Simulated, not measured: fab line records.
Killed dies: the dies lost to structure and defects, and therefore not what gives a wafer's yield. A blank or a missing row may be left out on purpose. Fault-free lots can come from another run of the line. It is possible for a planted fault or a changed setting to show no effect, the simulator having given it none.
Chamber matching | flow n5_finfet | N5_GATE_CUT_CMP_43 on cmp-04: 4 sister chambers
The step polishes SiO2. 16 wafers are shown with their chamber, then 8 later ones without.

== WAFERS PAIRED WITH THEIR CHAMBERS ==
wafer  | chamber | motor_current_A (A)
L080.1 | 3       | 11.7
L080.3 | 0       | 13.7
L080.6 | 3       | 11.2
L081.2 | 0       | 13.8
L081.3 | 3       | 11.3
L081.5 | 1       | 12.3
L083.1 | 3       | 11.1
L083.2 | 2       | 13.7
L083.4 | 0       | 13.5
L085.2 | 0       | 13.2
L085.3 | 3       | 11.5
L085.6 | 2       | 13.3
L090.1 | 3       | 11.7
L090.4 | 2       | 13.6
L090.5 | 3       | 11.6
L091.3 | 0       | 13.6

SIGNATURES (averages over the wafers above)
reading         | chamber 0 | chamber 1 | chamber 2 | chamber 3 | scatter within a chamber
motor_current_A | 13.560    | 12.300    | 13.533    | 11.443    | 0.234
Rule: a wafer's distance from a chamber is the root of the sum, over the readings, of the square of ((its reading less the chamber's mean) divided by the reading's scatter). The wafer belongs to the nearest chamber; if the next one is less than 2 further off, it can't be placed. How the scatter is found: for the shown wafers, subtract from each reading the mean of its chamber, square and add these, divide the total by (wafers less chambers), then take the root.

== WAFERS WITH NO CHAMBER GIVEN ==
wafer  | motor_current_A (A)
L091.5 | 13.7
L091.6 | 11.1
L093.1 | 13.1
L093.2 | 12.1
L093.4 | 11.9
L096.2 | 13.3
L096.3 | 13.6
L096.4 | 11.5

== WHICH CHAMBER EACH WENT THROUGH ==
wafer  | from the rows above          | in truth
L091.5 | can't be placed: 0 or 2      | 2
L091.6 | 3                            | 3
L093.1 | can't be placed: 2 or 0 or 1 | 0
L093.2 | can't be placed: 1 or 3      | 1
L093.4 | can't be placed: 1 or 3      | 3
L096.2 | can't be placed: 2 or 0      | 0
L096.3 | can't be placed: 0 or 2      | 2
L096.4 | 3                            | 3
2 of 8 placed correctly. These rows do not allow placing 6 (true chamber among the candidates in 6). Wrongly placed: 0.
